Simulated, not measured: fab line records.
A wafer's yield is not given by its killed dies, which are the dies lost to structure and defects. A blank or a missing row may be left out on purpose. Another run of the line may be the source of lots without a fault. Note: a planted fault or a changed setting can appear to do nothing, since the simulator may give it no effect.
2 desks, one fault :: flow nandHarc :: each desk holds nothing but its own numbers, with what lay behind them at the end

== FOR THE TOOL OWNER'S DESK: lithoTrack-05 ==
The tool's own readings at NHARC_A_ZERO_WELL_PEB_08 (peb time 80 s): means of the sampled wafers that have a number, for each lot that ran on this tool. Marked OUT: a lot whose mean sits more than 4 standard deviations from the usual mean, which makes it out of limits; the brackets give that distance.
Columns: A = chillPlateTempC at NHARC_A_ZERO_WELL_PEB_08, usual 23.01 C; B = exhaustPa at NHARC_A_ZERO_WELL_PEB_08, usual 44.9 Pa
lot: L406
first seen here: day 7 09:20
A: 22.98
B: 45.3

lot: L417
first seen here: day 9 21:39
A: 23.05
B: 43.9

lot: L419
first seen here: day 10 03:58
A: 22.98
B: 44.7

lot: L418
first seen here: day 10 18:02
A: 23.00
B: 46.2

lot: L422
first seen here: day 11 06:39
A: 23.06
B: 45.2
Finding of this desk: none of the 5 lots has anything out of limits.

== THE DEFECT DESK ==
What the inspections along the route counted, lot by lot: means of the sampled wafers that have a number. Marked OUT: a lot whose mean sits more than 4 standard deviations from the usual mean, which makes it out of limits; the brackets give that distance.
Columns: A = rawDefectCount at NHARC_P_BONDPAD_INSPECT_23, usual 304
lot: L403
first seen here: day 6 07:33
A: 258

lot: L404
first seen here: day 6 19:46
A: 401

lot: L406
first seen here: day 7 08:06
A: 288

lot: L411
first seen here: day 8 11:28
A: 375

lot: L413
first seen here: day 9 00:18
A: 241

lot: L416
first seen here: day 9 13:44
A: 445

lot: L415
first seen here: day 9 14:03
A: 309

lot: L417
first seen here: day 9 20:32
A: 252

lot: L419
first seen here: day 10 02:52
A: 306

lot: L418
first seen here: day 10 16:48
A: 451

lot: L421
first seen here: day 10 18:04
A: 239

lot: L420
first seen here: day 10 20:23
A: 333

lot: L422
first seen here: day 11 05:34
A: 276

lot: L423
first seen here: day 11 08:20
A: 304

lot: L426
first seen here: day 12 00:05
A: 162
Finding of this desk: none of the 15 lots has anything out of limits.

== PUT TOGETHER ==
The tool owner's desk saw nothing out of limits.
The defect desk saw nothing out of limits.

== WHAT THE SIMULATOR HAD PUT IN ==
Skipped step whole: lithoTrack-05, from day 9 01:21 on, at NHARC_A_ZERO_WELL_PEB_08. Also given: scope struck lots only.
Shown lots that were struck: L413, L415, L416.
